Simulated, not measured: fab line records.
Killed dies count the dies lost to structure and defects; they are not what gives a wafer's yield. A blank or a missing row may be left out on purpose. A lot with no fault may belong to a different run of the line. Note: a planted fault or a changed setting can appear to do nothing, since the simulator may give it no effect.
fab line records | flow n5-finfet
record lots=7 wafers=21
route steps=1938 shown PASSIVATION@1910
start-h: the number of hours between the record's first day and the start of the first shown wafer of the lot | wait-h: hours from the lot's prior step to this one | " identical to the entry in the row above | L1.1+2: a row that stands for several wafers | - no value, or no start was given | * or withheld: withheld | < > ~ a bound
route shown NAME@n: a module of which the file shows steps, and the number in the route of the first | usual: average and standard deviation across the fault-free wafers | same: alike in all rows | chamber/n: place in a boat | sites: the reading at each site | _std_site: the standard deviation of these | _edge_site: mean of outer sites minus mean of inner sites | radius-mm: for every site, how far away it sits from the centre of the wafer | mask NAME#n: copy n | behind: the last tool/chamber to shape the wafer | hold: cause of the lot's hold/its duration in hours/its outcome | device: which transistor (n, p or np) failed to switch | end of line: tests of these same wafers at the route's end | step lacking rows: just its recipe | killed: at the first sort, the dies lost to defects and structure; wafer yield is something else | map: a wafer's dies, x killed, . not, _ none there
set.NAME: the setting that was run; set.NAME@STEP: the one run at that earlier step | model.NAME: the simulator's own value behind a step, which no gauge read
lots where settings were altered on purpose, with a table for each step and a row for each wafer
## steps
# step N5_PASSIVATION_ETCH_59
# recipe chemistry=Cl2/BCl3 target=TaN target-depth-a=650 time-s=34.9 ion-energy-ev=100 pressure-mtorr=10 icp-w=900 bias-w=100 Cl2_flow_sccm=60 bcl3-flow-sccm=30
# columns lot.wafer tool chamber start-h wait-h set.time-s model.etch.depth-nm
L082.2 rie-metal-01 0 301.47 0.3 34.9 61.61
L082.3 " 0 " " 30.33 53.66
L082.5 " 1 " " 30.33 58.13
L083.4 rie-metal-01 0 309.36 0.2 34.9 60.89
L083.5 " 1 " " 27.18 51.92
L083.6 " 0 " " 34.9 61.44
L084.2 rie-metal-02 0 323.60 0.3 41.46 73.89
L084.4 " 0 " " 34.9 62.21
L084.5 " 1 " " 41.46 74.17
L085.2 rie-metal-02 1 344.00 0.3 34.9 63.26
L085.3 " 0 " " 28.58 51.77
L085.5 " 0 " " 34.9 63.39
L088.1 rie-metal-01 0 360.11 0.7 34.9 62.51
L088.2 " 0 " " 34.9 63.08
L088.5 " 0 " " 34.9 62.11
L093.1 rie-metal-01 0 374.61 0.7 34.9 63.91
L093.3 " 0 " " 42.39 77.11
L093.4 " 0 " " 34.9 62.99
L096.1 rie-metal-01 0 395.93 0.3 34.9 63.31
L096.3 " 0 " " 34.9 62.5
L096.4 " 1 " " 34.9 65.94
# step N5_PASSIVATION_STRIP_34
# recipe chemistry=O2 power-w=600 temp-c=60 pressure-mtorr=30 rf-frequency-hz=6e+07 bias-power-w=0 overash-fraction=2 o2-flow-sccm=225
# step N5_PASSIVATION_STRIP_51
# recipe chemistry=post-etch-residue-remover time-s=1200 temp-c=72.5
# step N5_PASSIVATION_SRD_72
# recipe dry=ipa-marangoni time-s=30 temp-c=23 rinse-liquid=diw
# step N5_PASSIVATION_ANNEAL_56
# recipe temp-c=400 time-s=1800 ambient=FGA idle-temp-c=300 ramp-up-c-per-min=5 ramp-down-c-per-min=3
# step N5_PASSIVATION_PROBE_49
# usual defect-limited-yield=91.3/1.5 killed_at_M0_to_M3=33/12 killed_at_M4_up=15/5.2 killed-at-contacts=12/5.1 killed-at-front-end=39/11 killed-at-other=5/3.6 killed-dies=103/18 killed-open=67/13 killed-short=33/7.8 sort_bin_4_leakage=0/0 sort_bin_5_function=5.1/0.96 sort_bin_6_memory=3.2/0.71 sort_bin_8_speed=0.01/0.063 sort-n-pass=1077/18 sort-yield-pct=91.3/1.5
# same gross-dies=1180 killed-at-back-side=0
# columns lot.wafer tool chamber start-h wait-h set.time-s@PASSIVATION_ETCH_59 defect-limited-yield[%] killed_at_M0_to_M3 killed_at_M4_up killed-at-contacts killed-at-front-end killed-at-other killed-dies killed-open killed-short sort_bin_4_leakage[%] sort_bin_5_function[%] sort_bin_6_memory[%] sort_bin_8_speed[%] sort-n-pass sort-yield-pct[%]
L082.2 prober-02 - 306.16 0.1 34.9 88.2 67 13 12 46 1 139 104 33 0.08 6.6 4.9 0 1040 88.1
L082.3 prober-02 - 306.21 0.1 30.33 91.4 30 25 4 33 9 101 54 35 0 4.7 3.2 0 1079 91.4
L082.5 prober-02 - 306.31 0.2 30.33 91.0 43 20 6 32 5 106 71 34 0 4.7 3.9 0 1074 91.0
L083.4 prober-01 - 313.91 0.2 34.9 82.2 38 66 11 89 6 210 85 44 0 9.4 6.1 0 970 82.2
L083.5 prober-01 - 313.96 0.2 27.18 88.6 20 14 11 52 38 135 64 35 0 8.1 3.1 0 1045 88.6
L083.6 prober-01 - 314.01 0.3 34.9 86.0 32 65 10 42 16 165 60 29 0 9.1 4.5 0 1015 86.0
L084.2 prober-02 - 327.95 0.1 41.46 89.3 61 8 13 43 1 126 76 35 0 5.7 3.5 0 1054 89.3
L084.4 prober-02 - 328.05 0.2 34.9 90.3 55 16 9 25 9 114 71 42 0 5.8 3.6 0 1066 90.3
L084.5 prober-02 - 328.10 0.2 41.46 88.7 62 20 11 37 3 133 72 50 0 5.3 4.8 0 1047 88.7
L085.2 prober-02 - 348.50 0.1 34.9 88.9 33 20 13 59 6 131 79 41 0 5.8 4.3 0 1049 88.9
L085.3 prober-02 - 348.55 0.1 28.58 83.8 25 17 7 39 103 191 53 24 0 12.6 2.1 0 989 83.8
L085.5 prober-02 - 348.65 0.2 34.9 90.8 28 24 11 42 3 108 57 28 0 4.6 3.1 0 1072 90.8
L088.1 prober-02 - 364.51 0.0 34.9 91.0 19 9 9 69 0 106 62 33 0 4.7 3.1 0 1074 91.0
L088.2 prober-02 - 364.56 0.1 34.9 91.1 31 17 2 53 2 105 73 32 0 5.1 3.5 0 1075 91.1
L088.5 prober-02 - 364.71 0.2 34.9 89.6 32 8 13 66 4 123 74 41 0 6.2 3.1 0 1057 89.6
L093.1 prober-01 - 379.17 0.0 34.9 86.4 34 48 16 58 4 160 64 38 0 6.9 4.3 0 1020 86.4
L093.3 prober-01 - 379.27 0.1 42.39 77.6 30 177 14 40 3 264 78 28 0 19.1 3.1 0.93 905 76.7
L093.4 prober-01 - 379.32 0.2 34.9 90.3 23 40 8 37 7 115 66 21 0 5.8 3.8 0 1065 90.3
L096.1 prober-01 - 400.87 0.0 34.9 90.1 37 12 13 52 3 117 72 40 0 5.9 3.3 0 1063 90.1
L096.3 prober-01 - 400.97 0.1 34.9 92.8 31 4 11 37 2 85 54 28 0 4.2 2.5 0 1095 92.8
L096.4 prober-01 - 401.02 0.2 34.9 91.0 30 7 8 57 4 106 54 38 0 5.1 2.9 0 1074 91.0
# killed by level:class
L082.2 BEOL_M1:geometric-particle:open=16 BEOL_M3:geometric-particle:open=14 MOL_CONTACT_COAG:geometric-particle:open=12 BEOL_M2:geometric-particle:open=11 FIN_SAQP:geometric-particle:open=10 BEOL_M0_SAQP:geometric-particle:open=9 FIN_SAQP:geometric-particle:short=8 BEOL_M0_SAQP:geometric-particle:short=8
L082.3 BEOL_M4:geometric-particle:open=8 BEOL_M2:geometric-particle:open=7 BEOL_M4:geometric-particle:short=7 HKMG_FIN:area-etch=7 DUMMY_GATE:geometric-particle:short=6 BEOL_M0_SAQP:geometric-particle:short=6 FIN_SAQP:geometric-particle:open=5 BEOL_M5:geometric-particle:open=5
L082.5 FIN_SAQP:geometric-particle:open=12 BEOL_M3:geometric-particle:open=10 BEOL_M0_SAQP:geometric-particle:short=8 BEOL_M1:geometric-particle:open=7 FIN_SAQP:geometric-particle:short=6 BEOL_M2:geometric-particle:open=5 BEOL_M4:geometric-particle:open=5 BEOL_M5:geometric-particle:open=5
L083.4 BEOL_M4:area-expose=57 HKMG_FIN:area-etch=22 FIN_SAQP:geometric-particle:short=18 FIN_SAQP:geometric-particle:open=14 STI_FIN_REVEAL:geometric-particle:open=14 BEOL_M2:geometric-particle:open=10 MOL_CONTACT_COAG:geometric-particle:open=9 DUMMY_GATE:geometric-particle:open=7
L083.5 PASSIVATION:area-etch=36 FIN_SAQP:geometric-particle:open=15 FIN_SAQP:geometric-particle:short=13 STI_FIN_REVEAL:geometric-particle:open=10 MOL_CONTACT_COAG:geometric-particle:open=9 BEOL_M0_SAQP:geometric-particle:short=6 BEOL_M4:geometric-particle:open=5 DUMMY_GATE:geometric-particle:open=4
L083.6 BEOL_M4:area-expose=60 PASSIVATION:area-etch=16 BEOL_M3:geometric-particle:open=9 MOL_CONTACT_COAG:geometric-particle:open=8 FIN_SAQP:geometric-particle:open=7 STI_FIN_REVEAL:geometric-particle:open=7 DUMMY_GATE:geometric-particle:open=7 FIN_SAQP:geometric-particle:short=6
L084.2 BEOL_M0_SAQP:geometric-particle:open=14 HKMG_FIN:area-etch=14 BEOL_M0_SAQP:geometric-particle:short=12 BEOL_M3:geometric-particle:open=10 MOL_CONTACT_COAG:geometric-particle:open=9 BEOL_M1:geometric-particle:open=7 FIN_SAQP:geometric-particle:open=6 STI_FIN_REVEAL:geometric-particle:open=6
L084.4 BEOL_M2:geometric-particle:open=15 BEOL_M0_SAQP:geometric-particle:open=14 MOL_CONTACT_COAG:geometric-particle:open=8 BEOL_M0_SAQP:geometric-particle:short=7 BEOL_M1:geometric-particle:open=7 STARTING-WAFER:geometric-particle:short=5 BEOL_M4:geometric-particle:open=5 GATE_CUT:geometric-particle:short=4
L084.5 BEOL_M0_SAQP:geometric-particle:short=18 BEOL_M0_SAQP:geometric-particle:open=15 HKMG_FIN:area-etch=11 MOL_CONTACT_COAG:geometric-particle:open=10 BEOL_M4:geometric-particle:open=8 FIN_SAQP:geometric-particle:open=7 BEOL_M0:geometric-particle:short=6 BEOL_M3:geometric-particle:open=6
L085.2 BEOL_M1:geometric-particle:open=14 FIN_SAQP:geometric-particle:short=10 STI_FIN_REVEAL:geometric-particle:open=10 MOL_CONTACT_COAG:geometric-particle:open=10 FIN_SAQP:geometric-particle:open=8 HKMG_FIN:area-etch=8 DUMMY_GATE:geometric-particle:open=7 GATE_CUT:geometric-particle:short=6
L085.3 PASSIVATION:area-etch=99 HKMG_FIN:area-etch=14 MOL_CONTACT_COAG:geometric-particle:open=7 STI_FIN_REVEAL:geometric-particle:open=5 BEOL_M3:geometric-particle:open=5 BEOL_M4:geometric-particle:open=5 FIN_SAQP:geometric-particle:short=4 BEOL_M0_SAQP:geometric-particle:short=4
L085.5 HKMG_FIN:area-etch=14 BEOL_M2:geometric-particle:open=11 MOL_CONTACT_COAG:geometric-particle:open=10 BEOL_M4:area-expose=7 BEOL_M4:geometric-particle:open=6 BEOL_M0_SAQP:geometric-particle:short=6 BEOL_M0_SAQP:geometric-particle:open=6 FIN_SAQP:geometric-particle:short=5
L088.1 FIN_SAQP:geometric-particle:short=17 STI_FIN_REVEAL:geometric-particle:open=17 HKMG_FIN:area-etch=11 BEOL_M3:geometric-particle:open=10 MOL_CONTACT_COAG:geometric-particle:open=7 DUMMY_GATE:geometric-particle:open=5 BEOL_M4:geometric-particle:open=5 FIN_SAQP:geometric-particle:open=4
L088.2 FIN_SAQP:geometric-particle:open=15 BEOL_M3:geometric-particle:open=11 FIN_SAQP:geometric-particle:short=9 STI_FIN_REVEAL:geometric-particle:open=7 DUMMY_GATE:geometric-particle:open=7 BEOL_M4:geometric-particle:open=7 BEOL_M0_SAQP:geometric-particle:short=5 STARTING-WAFER:geometric-particle:open=5
L088.5 FIN_SAQP:geometric-particle:open=18 STI_FIN_REVEAL:geometric-particle:open=14 FIN_SAQP:geometric-particle:short=13 MOL_CONTACT_COAG:geometric-particle:open=12 BEOL_M0_SAQP:geometric-particle:short=9 BEOL_M3:geometric-particle:open=9 HKMG_FIN:area-etch=8 BEOL_M0_SAQP:geometric-particle:open=7
L093.1 BEOL_M4:area-expose=37 HKMG_FIN:area-etch=21 MOL_CONTACT_COAG:geometric-particle:open=10 STI_FIN_REVEAL:geometric-particle:open=9 BEOL_M0_SAQP:geometric-particle:open=8 BEOL_M0_SAQP:geometric-particle:short=8 FIN_SAQP:geometric-particle:short=6 MOL_CONTACT_COAG:geometric-particle:short=6
L093.3 BEOL_M11:area-etch=158 BEOL_M2:geometric-particle:open=12 FIN_SAQP:geometric-particle:open=11 STI_FIN_REVEAL:geometric-particle:open=9 MOL_CONTACT_COAG:geometric-particle:open=9 BEOL_M4:geometric-particle:open=7 BEOL_M0_SAQP:geometric-particle:short=6 DUMMY_GATE:geometric-particle:open=5
L093.4 BEOL_M4:area-expose=28 STI_FIN_REVEAL:geometric-particle:open=10 MOL_CONTACT_COAG:geometric-particle:open=8 GATE_CUT:geometric-particle:open=7 BEOL_M0_SAQP:geometric-particle:short=6 FIN_SAQP:geometric-particle:open=5 BEOL_M1:geometric-particle:open=5 BEOL_M2:geometric-particle:open=5
L096.1 STI_FIN_REVEAL:geometric-particle:open=12 FIN_SAQP:geometric-particle:short=11 BEOL_M3:geometric-particle:open=11 MOL_CONTACT_COAG:geometric-particle:open=9 STI_FIN_REVEAL:geometric-particle:short=6 BEOL_M0_SAQP:geometric-particle:open=6 FIN_SAQP:geometric-particle:open=5 BEOL_M0_SAQP:geometric-particle:short=5
L096.3 STI_FIN_REVEAL:geometric-particle:open=12 MOL_CONTACT_COAG:geometric-particle:open=8 BEOL_M0_SAQP:geometric-particle:short=7 FIN_SAQP:geometric-particle:short=6 FIN_SAQP:geometric-particle:open=6 BEOL_M3:geometric-particle:open=5 BEOL_M2:geometric-particle:short=4 DUMMY_GATE:geometric-particle:open=4
L096.4 FIN_SAQP:geometric-particle:short=14 STI_FIN_REVEAL:geometric-particle:open=12 FIN_SAQP:geometric-particle:open=10 HKMG_FIN:area-etch=10 BEOL_M0_SAQP:geometric-particle:short=8 BEOL_M3:geometric-particle:open=8 BEOL_M0_SAQP:geometric-particle:open=7 MOL_CONTACT_COAG:geometric-particle:open=5
## key
split step=N5_PASSIVATION_ETCH_59 setting=time-s stated=34.9 by=wafer
response step=N5_PASSIVATION_ETCH_59 reading=model.etch.depth-nm change=+0.557 per=1% r=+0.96
response step=N5_PASSIVATION_PROBE_49 reading=killed_at_M4_up shape=bent at-lowest=14 at-stated=25 at-highest=177
response step=N5_PASSIVATION_PROBE_49 reading=killed-at-other shape=bent at-lowest=38 at-stated=5 at-highest=3
response step=N5_PASSIVATION_PROBE_49 reading=sort_bin_5_function shape=bent at-lowest=8.1 at-stated=6.1 at-highest=19.1
